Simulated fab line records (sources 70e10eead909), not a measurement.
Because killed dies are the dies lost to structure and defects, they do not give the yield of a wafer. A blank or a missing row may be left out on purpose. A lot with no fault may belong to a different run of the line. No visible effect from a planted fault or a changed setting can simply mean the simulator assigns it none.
Matching of chambers ; flow nand-harc ; NHARC_A_BLC_ALD_23 on ald-metal-02 has 4 sister chambers
The step deposits TiN, target thk 3 nm, pulse time 1 s, ald cycles 150. 8 wafers are shown with their chamber, then 7 later ones without.

## WAFERS PAIRED WITH THEIR CHAMBERS
wafer;chamber;heater-power-w (W);precursor-pulse-height-rel
L074.6;3;1103;0.962
L081.5;1;1322;1.019
L081.6;2;1066;0.978
L082.2;2;1048;0.997
L082.4;1;1273;0.979
L082.5;0;906;1.012
L086.1;3;1056;0.990
L086.2;0;925;0.981

## WAFERS WHOSE CHAMBER IS MISSING
wafer;heater-power-w (W);precursor-pulse-height-rel
L086.6;1263;0.968
L092.2;1087;0.988
L092.3;1292;1.007
L092.5;1052;1.017
L095.3;948;0.998
L095.5;948;0.991
L095.6;1273;0.981

## WHICH CHAMBER EACH ONE RAN IN
wafer;from the rows above;in truth
L086.6;1;1
L092.2;can't be placed: 3 or 2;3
L092.3;1;1
L092.5;can't be placed: 2 or 3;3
L095.3;0;0
L095.5;0;0
L095.6;1;1
Correct placement for 5 of the 7. Unplaceable from these rows: 2, with the true chamber sitting among the candidates in 2. Number placed wrongly: 0.
How it was worked out, from the rows above alone: a wafer's distance from a chamber is the root of the sum, over the readings, of the square of ((its reading less the chamber's mean) divided by the reading's scatter). The wafer belongs to the nearest chamber; if the next one is less than 2 further off, it can't be placed. For every chamber, the mean is computed from those of its wafers that are shown. The scatter is the square root of a quotient: the sum, over the shown wafers, of each reading's squared deviation from its chamber's mean, divided by wafers minus chambers.
